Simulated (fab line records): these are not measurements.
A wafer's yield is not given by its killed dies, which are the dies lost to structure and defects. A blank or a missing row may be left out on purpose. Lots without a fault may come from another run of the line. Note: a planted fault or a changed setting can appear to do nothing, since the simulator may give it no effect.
Matching of chambers	flow n5-finfet	4 sister chambers for N5_BEOL_M2_DESCUM_16 on rie-diel-01
The step chemistry O2, time 7 s. 30 wafers are shown with their chamber, then 12 later ones without.

## WAFERS WITH THEIR CHAMBER
wafer	chamber	drypump-motor-current-A (A)	showerhead-plenum-p-Torr (Torr)	throttle-valve-pct (%)
L077.1	1	5.8	2.15	20.4
L077.2	3	5.6	2.12	20.8
L077.5	3	5.6	2.12	20.8
L076.2	1	5.8	2.15	20.3
L076.5	2	6.4	2.13	20.4
L076.6	3	5.6	2.12	20.8
L079.1	3	5.6	2.12	20.8
L079.2	0	5.9	2.00	20.9
L079.4	1	5.8	2.15	20.4
L080.2	0	5.9	2.00	20.9
L080.3	1	5.8	2.15	20.3
L080.6	1	5.8	2.15	20.4
L082.2	1	5.8	2.14	20.4
L082.3	3	5.6	2.12	20.9
L082.6	2	6.4	2.13	20.1
L083.3	3	5.6	2.12	20.9
L083.4	1	5.8	2.14	20.4
L083.5	2	6.4	2.13	20.1
L084.1	2	6.4	2.13	20.1
L084.2	3	5.6	2.12	20.9
L084.4	1	5.8	2.14	20.4
L085.1	0	5.9	2.00	20.9
L085.4	2	6.5	2.13	20.0
L085.5	0	5.9	2.00	20.9
L087.4	3	5.6	2.11	20.9
L087.5	1	5.8	2.14	20.4
L087.6	0	5.9	2.00	20.9
L089.2	3	5.6	2.11	20.9
L089.3	0	5.9	2.00	20.9
L089.6	2	6.5	2.12	20.1

SIGNATURES, as means of the wafers listed above
reading	chamber 0	chamber 1	chamber 2	chamber 3	scatter within a chamber
drypump-motor-current-A	5.900	5.800	6.433	5.600	0.0226
showerhead-plenum-p-Torr	2.0000	2.1456	2.1283	2.1178	0.00421
throttle-valve-pct	20.900	20.378	20.133	20.856	0.071
Rule: for each reading, subtract the chamber's mean from the wafer's reading, divide by that reading's scatter and square the result; add these up over the readings and take the root, which gives the wafer's distance from the chamber. The wafer belongs to the nearest chamber; if the next one is less than 2 further off, it can't be placed. How the scatter is found: for the shown wafers, subtract from each reading the mean of its chamber, square and add these, divide the total by (wafers less chambers), then take the root.

## WAFERS MISSING THEIR CHAMBER
wafer	drypump-motor-current-A (A)	showerhead-plenum-p-Torr (Torr)	throttle-valve-pct (%)
L090.4	5.8	2.14	20.4
L090.5	5.8	2.14	20.4
L090.6	6.5	2.12	20.1
L094.1	5.9	2.00	21.0
L094.2	5.6	2.11	20.9
L094.3	6.5	2.12	20.1
L094.4	5.8	2.14	20.4
L094.5	5.6	2.11	20.9
L094.6	5.9	1.99	21.0
L095.2	5.8	2.13	20.4
L095.3	5.6	2.11	20.9
L095.5	5.8	2.13	20.4

## THE CHAMBER EACH PASSED THROUGH
wafer	from the rows above	in truth
L090.4	1	1
L090.5	1	1
L090.6	2	2
L094.1	0	0
L094.2	3	3
L094.3	2	2
L094.4	1	1
L094.5	3	3
L094.6	0	0
L095.2	1	1
L095.3	3	3
L095.5	1	1
12 of 12 placed correctly. Can't be placed from these rows: 0. Placed wrongly: 0.
